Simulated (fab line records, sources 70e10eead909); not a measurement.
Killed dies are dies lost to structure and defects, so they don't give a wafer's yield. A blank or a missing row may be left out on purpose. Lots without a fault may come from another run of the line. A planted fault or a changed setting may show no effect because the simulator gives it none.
Chamber matching | flow nand_harc | NHARC_P_ZERO_WELL_DESCUM_39 on rie_diel-05: 4 sister chambers
The step chemistry O2, time 3 s. 4 wafers are shown with their chamber, then 12 later ones without.

WAFERS WITH THEIR CHAMBER
wafer  | chamber | drypump_motor_current_A (A)
L089.6 | 1       | 4.8
L091.1 | 3       | 5.8
L091.2 | 0       | 4.7
L091.6 | 2       | 5.9

WAFERS WITHOUT THEIR CHAMBER
wafer  | drypump_motor_current_A (A)
L093.3 | 4.6
L093.4 | 5.8
L093.5 | 4.7
L094.1 | 4.7
L094.2 | 4.7
L094.6 | 4.7
L096.1 | 5.9
L096.3 | 4.7
L096.6 | 4.7
L097.3 | 4.7
L097.4 | 4.7
L097.6 | 5.9

WHICH CHAMBER EACH WENT THROUGH
wafer  | from the rows above | in truth
L093.3 | 0                   | 0
L093.4 | 3                   | 3
L093.5 | 0                   | 0
L094.1 | 0                   | 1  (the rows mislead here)
L094.2 | 0                   | 0
L094.6 | 0                   | 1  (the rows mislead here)
L096.1 | 2                   | 2
L096.3 | 0                   | 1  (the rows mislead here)
L096.6 | 0                   | 0
L097.3 | 0                   | 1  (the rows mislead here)
L097.4 | 0                   | 0
L097.6 | 2                   | 2
Placed correctly: 8 of 12. Can't be placed from these rows: 0. Placed wrongly: 4.
How it was worked out, from the rows above alone: a wafer's distance from a chamber is the root of the sum, over the readings, of the square of ((its reading less the chamber's mean) divided by the reading's scatter). The wafer belongs to the nearest chamber; if the next one is less than 2 further off, it can't be placed. A chamber's mean is the mean of its shown wafers. The scatter: with one shown wafer a chamber, the root of the mean of the squares of how far each hidden wafer lies from its nearest shown one.
